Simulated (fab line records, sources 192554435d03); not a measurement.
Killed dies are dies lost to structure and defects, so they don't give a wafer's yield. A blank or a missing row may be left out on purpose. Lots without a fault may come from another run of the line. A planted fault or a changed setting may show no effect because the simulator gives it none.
Which tool did it? | flow n5_finfet | 24 lots, 72 wafers sampled, at 6 steps of a route of 1938

WHAT THE GAUGES READ, wafer by wafer
N5_BEOL_M8_CD_MEAS_28: target cd 40 nm.
lot  | measured     | on        | cd_nm (nm)
L074 | day 8 18:35  | cd_sem-01 | 40.13 39.81 40.09
L075 | day 9 13:37  | cd_sem-03 | 39.87 39.40 39.74
L077 | day 9 19:14  | cd_sem-01 | 40.09 40.25 40.26
L076 | day 9 21:20  | cd_sem-01 | 40.06 39.85 40.14
L078 | day 10 06:37 | cd_sem-01 | 39.97 39.69 39.94
L079 | day 10 15:56 | cd_sem-03 | 40.37 40.18 40.16
L080 | day 10 15:53 | cd_sem-01 | 40.42 40.15 39.79
L081 | day 10 19:56 | cd_sem-03 | 40.01 39.64 39.93
L082 | day 11 09:47 | cd_sem-02 | 40.23 40.01 40.27
L083 | day 11 11:46 | cd_sem-01 | 39.98 40.33 40.11
L084 | day 11 14:01 | cd_sem-03 | 40.31 39.95 39.93
L085 | day 11 18:16 | cd_sem-01 | 40.20 40.36 40.12
L086 | day 12 20:22 | cd_sem-03 | 40.37 40.00 40.63
L088 | day 13 05:14 | cd_sem-03 | 40.20 40.31 39.29
L087 | day 12 20:47 | cd_sem-02 | 40.19 40.12 40.25
L089 | day 13 05:09 | cd_sem-03 | 40.12 40.08 40.17
L090 | day 13 11:40 | cd_sem-01 | 39.89 40.00 39.66
L092 | day 13 18:53 | cd_sem-01 | 39.77 40.09 39.92
L094 | day 13 21:02 | cd_sem-03 | 39.55 39.94 40.08
L093 | day 14 04:04 | cd_sem-03 | 40.07 39.85 39.80
L091 | day 14 07:23 | cd_sem-02 | 40.30 40.19 40.28
L095 | day 15 00:00 | cd_sem-02 | 39.55 40.17 39.85
L096 | day 15 06:48 | cd_sem-02 | 40.17 40.22 40.33
L097 | day 15 16:49 | cd_sem-03 | 39.94 39.45 39.73

N5_BEOL_M8_INSPECT_30: inspects for defects (brightfield).
lot  | measured     | on                | raw_defect_count
L074 | day 8 18:40  | defect_inspect-01 | 268 265 276
L075 | day 9 13:41  | defect_inspect-02 | 449 404 398
L077 | day 9 19:19  | defect_inspect-02 | 421 361 472
L076 | day 9 21:25  | defect_inspect-01 | 491 392 528
L078 | day 10 06:43 | defect_inspect-01 | 343 442 318
L079 | day 10 16:01 | defect_inspect-02 | 491 394 321
L080 | day 10 15:58 | defect_inspect-01 | 556 444 603
L081 | day 10 20:02 | defect_inspect-02 | 323 362 358
L082 | day 11 09:52 | defect_inspect-02 | 321 491 308
L083 | day 11 11:51 | defect_inspect-01 | 392 439 394
L084 | day 11 14:07 | defect_inspect-02 | 315 285 373
L085 | day 11 18:20 | defect_inspect-01 | 465 368 450
L086 | day 12 20:26 | defect_inspect-02 | 356 338 359
L088 | day 13 05:19 | defect_inspect-01 | 579 596 693
L087 | day 12 20:52 | defect_inspect-01 | 303 300 291
L089 | day 13 05:14 | defect_inspect-02 | 388 435 492
L090 | day 13 11:45 | defect_inspect-01 | 524 340 396
L092 | day 13 18:58 | defect_inspect-02 | 345 316 372
L094 | day 13 21:07 | defect_inspect-02 | 323 396 280
L093 | day 14 04:10 | defect_inspect-01 | 394 470 458
L091 | day 14 07:29 | defect_inspect-01 | 380 400 458
L095 | day 15 00:05 | defect_inspect-02 | 273 234 261
L096 | day 15 06:53 | defect_inspect-01 | 371 405 537
L097 | day 15 16:54 | defect_inspect-02 | 276 318 298

N5_BEOL_M9_INSPECT_13: inspects for defects (brightfield).
lot  | measured     | on                | raw_defect_count
L074 | day 9 00:26  | defect_inspect-02 | 362 479 575
L075 | day 9 20:28  | defect_inspect-02 | 311 307 302
L077 | day 10 00:46 | defect_inspect-02 | 410 519 338
L076 | day 10 02:28 | defect_inspect-01 | 375 270 465
L078 | day 10 12:18 | defect_inspect-02 | 333 453 361
L079 | day 10 23:05 | defect_inspect-02 | 212 341 351
L080 | day 10 21:03 | defect_inspect-01 | 416 412 378
L081 | day 11 02:11 | defect_inspect-01 | 343 361 362
L082 | day 11 15:09 | defect_inspect-01 | 522 419 401
L083 | day 11 19:13 | defect_inspect-01 | 374 417 416
L084 | day 11 20:15 | defect_inspect-01 | 602 637 504
L085 | day 12 01:04 | defect_inspect-02 | 408 294 315
L086 | day 13 04:04 | defect_inspect-01 | 306 535 517
L088 | day 13 09:41 | defect_inspect-02 | 285 288 374
L087 | day 13 04:23 | defect_inspect-02 | 463 333 452
L089 | day 13 10:05 | defect_inspect-01 | 380 399 550
L090 | day 13 17:13 | defect_inspect-01 | 430 542 472
L092 | day 14 01:46 | defect_inspect-01 | 327 431 386
L094 | day 14 02:17 | defect_inspect-01 | 484 420 418
L093 | day 14 09:03 | defect_inspect-01 | 391 344 311
L091 | day 14 12:32 | defect_inspect-01 | 392 324 416
L095 | day 15 04:45 | defect_inspect-01 | 302 294 401
L096 | day 15 12:45 | defect_inspect-01 | 406 560 413
L097 | day 15 22:34 | defect_inspect-02 | 363 282 319

WHICH TOOL RAN EACH LOT (tool, then ch and the chambers of the sampled wafers, then the start)
lot  | N5_BEOL_M8_HM_OPEN_17             | N5_BEOL_M8_STRIP_36                | N5_BEOL_M8_DEP_56
L074 | rie_metal-01 ch 0,1, day 8 17:43  | rie_diel-02 ch 0,1,2, day 8 18:56  | pecvd-04 ch 0,1,2, day 8 21:37
L075 | rie_metal-01 ch 0,1, day 9 12:59  | rie_diel-02 ch 0,1,2, day 9 13:58  | pecvd-04 ch 1,2, day 9 17:47
L077 | rie_metal-03 ch 0,1, day 9 18:44  | rie_diel-01 ch 0,1,2, day 9 19:35  | pecvd-02 ch 1,2, day 9 22:17
L076 | rie_metal-03 ch 0,1, day 9 19:42  | rie_diel-01 ch 1,2,3, day 9 21:41  | pecvd-02 ch 0,2, day 10 00:12
L078 | rie_metal-03 ch 0,1, day 10 05:56 | rie_diel-02 ch 0,1,3, day 10 06:59 | pecvd-04 ch 1,2, day 10 10:55
L079 | rie_metal-01 ch 0, day 10 11:10   | rie_diel-06 ch 1,2, day 10 16:17   | pecvd-03 ch 0,1,2, day 10 21:11
L080 | rie_metal-03 ch 0,1, day 10 11:38 | rie_diel-02 ch 1,2, day 10 16:14   | pecvd-02 ch 0,1,2, day 10 18:35
L081 | rie_metal-03 ch 1, day 10 17:15   | rie_diel-06 ch 0,1,3, day 10 20:34 | pecvd-02 ch 0,1,2, day 10 23:18
L082 | rie_metal-02 ch 0,1, day 11 08:22 | rie_diel-06 ch 1,3, day 11 10:08   | pecvd-02 ch 0,1, day 11 12:46
L083 | rie_metal-03 ch 0,1, day 11 10:47 | rie_diel-02 ch 0,2, day 11 12:07   | pecvd-02 ch 0,1,2, day 11 16:12
L084 | rie_metal-03 ch 0,1, day 11 11:59 | rie_diel-06 ch 1,2,3, day 11 14:23 | pecvd-04 ch 0,1, day 11 17:01
L085 | rie_metal-02 ch 0,1, day 11 17:32 | rie_diel-06 ch 0,2,3, day 11 18:37 | pecvd-04 ch 0,1,2, day 11 21:44
L086 | rie_metal-01 ch 0,1, day 12 16:38 | rie_diel-02 ch 0,1, day 12 20:43   | pecvd-03 ch 0,1,2, day 12 23:05
L088 | rie_metal-01 ch 0,1, day 12 16:51 | rie_diel-01 ch 0,1,3, day 13 05:35 | pecvd-03 ch 0,1, day 13 08:26
L087 | rie_metal-01 ch 0,1, day 12 16:58 | rie_diel-06 ch 0,1, day 12 21:08   | pecvd-04 ch 0,1, day 12 23:28
L089 | rie_metal-01 ch 0,1, day 13 04:37 | rie_diel-06 ch 2,3, day 13 05:30   | pecvd-02 ch 0,1,2, day 13 08:23
L090 | rie_metal-01 ch 0,1, day 13 10:09 | rie_diel-02 ch 0,3, day 13 12:02   | pecvd-03 ch 0,1, day 13 14:46
L092 | rie_metal-01 ch 0,1, day 13 18:09 | rie_diel-06 ch 0,1, day 13 19:35   | pecvd-04 ch 1,2, day 13 22:22
L094 | rie_metal-03 ch 0,1, day 13 20:25 | rie_diel-01 ch 0,2,3, day 13 21:23 | pecvd-03 ch 1,2, day 14 00:00
L093 | rie_metal-01 ch 0,1, day 14 02:11 | rie_diel-02 ch 1,3, day 14 04:26   | pecvd-02 ch 0,1,2, day 14 07:06
L091 | rie_metal-03 ch 0,1, day 14 06:11 | rie_diel-01 ch 0,1,2, day 14 07:45 | pecvd-04 ch 1, day 14 10:38
L095 | rie_metal-01 ch 0,1, day 14 20:54 | rie_diel-01 ch 2,3, day 15 00:21   | pecvd-03 ch 1,2, day 15 02:49
L096 | rie_metal-03 ch 0,1, day 15 05:37 | rie_diel-06 ch 1,2, day 15 07:11   | pecvd-02 ch 0,2, day 15 10:14
L097 | rie_metal-02 ch 0,1, day 15 15:08 | rie_diel-06 ch 0,2,3, day 15 17:31 | pecvd-02 ch 0,2, day 15 20:28
- N5_BEOL_M8_HM_OPEN_17: chemistry Cl2/BCl3, target TiN, target depth 20 nm, overetch 6 nm.
- N5_BEOL_M8_STRIP_36: strips in N2/H2.
- N5_BEOL_M8_DEP_56: deposits SiCN from 3MS/NH3, target thk 10 nm, time 17.5 s.

WHAT THE TOOLS THEMSELVES READ (means of the sampled wafers that have a number; where no wafer has one, the mark that the record gives instead)
N5_BEOL_M8_HM_OPEN_17.
lot  | tool         | drypump_motor_current_A (A) | oes_product_au (a.u.) | throttle_valve_pct (%)
L074 | rie_metal-01 | 5.45                        | 0.65                  | 22.04
L075 | rie_metal-01 | 5.56                        | 0.61                  | 22.06
L077 | rie_metal-03 | 5.56                        | 0.52                  | 22.36
L076 | rie_metal-03 | 5.56                        | 0.53                  | 22.35
L078 | rie_metal-03 | 5.56                        | 0.52                  | 22.35
L079 | rie_metal-01 | 5.33                        | 0.67                  | 22.06
L080 | rie_metal-03 | 5.54                        | 0.52                  | 22.43
L081 | rie_metal-03 | 5.61                        | 0.52                  | 22.29
L082 | rie_metal-02 | 5.71                        | 0.59                  | 22.50
L083 | rie_metal-03 | 5.57                        | 0.52                  | 22.36
L084 | rie_metal-03 | 5.54                        | 0.52                  | 22.43
L085 | rie_metal-02 | 5.78                        | 0.66                  | 22.40
L086 | rie_metal-01 | 5.57                        | 0.60                  | 22.09
L088 | rie_metal-01 | 5.43                        | 0.63                  | 22.08
L087 | rie_metal-01 | 5.54                        | 0.61                  | 22.07
L089 | rie_metal-01 | 5.44                        | 0.63                  | 22.07
L090 | rie_metal-01 | 5.56                        | 0.60                  | 22.08
L092 | rie_metal-01 | 5.45                        | 0.63                  | 22.07
L094 | rie_metal-03 | 5.54                        | 0.83                  | 22.13
L093 | rie_metal-01 | 5.60                        | 0.59                  | 22.09
L091 | rie_metal-03 | 5.57                        | 0.82                  | 22.19
L095 | rie_metal-01 | 5.45                        | 0.62                  | 22.09
L096 | rie_metal-03 | 5.54                        | 0.81                  | 22.14
L097 | rie_metal-02 | 5.81                        | 0.71                  | 22.22

N5_BEOL_M8_STRIP_36.
lot  | tool        | drypump_motor_current_A (A) | oes_product_au (a.u.) | rf_vpp_V (V) | showerhead_plenum_p_Torr (Torr) | throttle_valve_pct (%)
L074 | rie_diel-02 | 5.7                         | 0.83                  | 59.4         | 2.62                            | 23.40
L075 | rie_diel-02 | 5.7                         | 0.82                  | 60.0         | 2.62                            | 23.42
L077 | rie_diel-01 | 5.9                         | 0.77                  | 58.3         | 2.46                            | 23.63
L076 | rie_diel-01 | 5.9                         | 0.80                  | 58.5         | 2.49                            | 23.49
L078 | rie_diel-02 | 5.4                         | 0.82                  | 59.4         | 2.54                            | 23.38
L079 | rie_diel-06 | 5.9                         | 0.83                  | 57.8         | 2.61                            | 23.73
L080 | rie_diel-02 | 5.6                         | 0.80                  | 59.3         | 2.61                            | 23.38
L081 | rie_diel-06 | 5.7                         | 0.83                  | 60.0         | 2.60                            | 23.62
L082 | rie_diel-06 | 6.2                         | 0.79                  | 58.3         | 2.52                            | 23.70
L083 | rie_diel-02 | 5.8                         | 0.79                  | 58.4         | 2.65                            | 23.60
L084 | rie_diel-06 | 5.8                         | 0.82                  | 59.0         | 2.60                            | 23.63
L085 | rie_diel-06 | 5.3                         | 0.84                  | 60.0         | 2.68                            | 23.55
L086 | rie_diel-02 | 5.7                         | 0.79                  | 59.1         | 2.57                            | 23.34
L088 | rie_diel-01 | 5.7                         | 0.90                  | 60.0         | 2.55                            | 23.57
L087 | rie_diel-06 | 6.2                         | 0.79                  | 59.5         | 2.52                            | 23.80
L089 | rie_diel-06 | 5.2                         | 0.82                  | 60.4         | 2.66                            | 23.47
L090 | rie_diel-02 | 5.1                         | 0.79                  | 58.1         | 2.48                            | 23.47
L092 | rie_diel-06 | 5.8                         | 0.80                  | 59.5         | 2.61                            | 23.73
L094 | rie_diel-01 | 6.1                         | 0.85                  | 59.4         | 2.54                            | 23.44
L093 | rie_diel-02 | 5.3                         | 0.79                  | 58.8         | 2.51                            | 23.34
L091 | rie_diel-01 | 5.9                         | 0.90                  | 58.2         | 2.56                            | 23.50
L095 | rie_diel-01 | 6.0                         | 0.79                  | 58.2         | 2.45                            | 23.43
L096 | rie_diel-06 | 5.9                         | 0.79                  | 60.7         | 2.59                            | 23.78
L097 | rie_diel-06 | 5.3                         | 0.80                  | 61.5         | 2.67                            | 23.57

N5_BEOL_M8_DEP_56.
lot  | tool     | showerhead_plenum_p_Torr (Torr) | throttle_valve_pct (%)
L074 | pecvd-04 | 3.667                           | 9.2
L075 | pecvd-04 | 3.652                           | 9.3
L077 | pecvd-02 | 3.654                           | 8.9
L076 | pecvd-02 | 3.647                           | 8.9
L078 | pecvd-04 | 3.656                           | 9.3
L079 | pecvd-03 | 3.664                           | 9.3
L080 | pecvd-02 | 3.655                           | 8.8
L081 | pecvd-02 | 3.660                           | 9.1
L082 | pecvd-02 | 3.664                           | 8.9
L083 | pecvd-02 | 3.660                           | 9.0
L084 | pecvd-04 | 3.657                           | 9.1
L085 | pecvd-04 | 3.661                           | 9.0
L086 | pecvd-03 | 3.669                           | 9.2
L088 | pecvd-03 | 3.663                           | 9.6
L087 | pecvd-04 | 3.657                           | 9.3
L089 | pecvd-02 | 3.661                           | 9.0
L090 | pecvd-03 | 3.674                           | 9.1
L092 | pecvd-04 | 3.659                           | 9.2
L094 | pecvd-03 | 3.659                           | 8.6
L093 | pecvd-02 | 3.654                           | 8.9
L091 | pecvd-04 | 3.649                           | 9.3
L095 | pecvd-03 | 3.665                           | 8.7
L096 | pecvd-02 | 3.651                           | 8.9
L097 | pecvd-02 | 3.658                           | 9.0

THE ANSWER, worked out from the rows above alone
Rule: what is usual is taken from the lots themselves. Put in order of their means at a reading, lots are off if they are a third of the lots or fewer, leave a main group of 4 or more, and stand apart from it by a gap of 3 or more times the standard deviation of the main group's means; of several such gaps the widest counts. A main group whose means are all the same, to the digits that the tables above print for the reading, isn't used. A lot without any number at a reading at which 4 lots or more have one is off too. The other lots that the step has rows for count as sound. The gauges are gone through in route order, then the tools' own readings, and for those a lot's mean is taken as printed above. The first step at which some lot is off is used, and at that step the reading that is off furthest; a lot without a number counts as furthest.
No lot is off at any reading shown: from this, nothing can be told.

WHAT THE SIMULATOR HAD PUT IN
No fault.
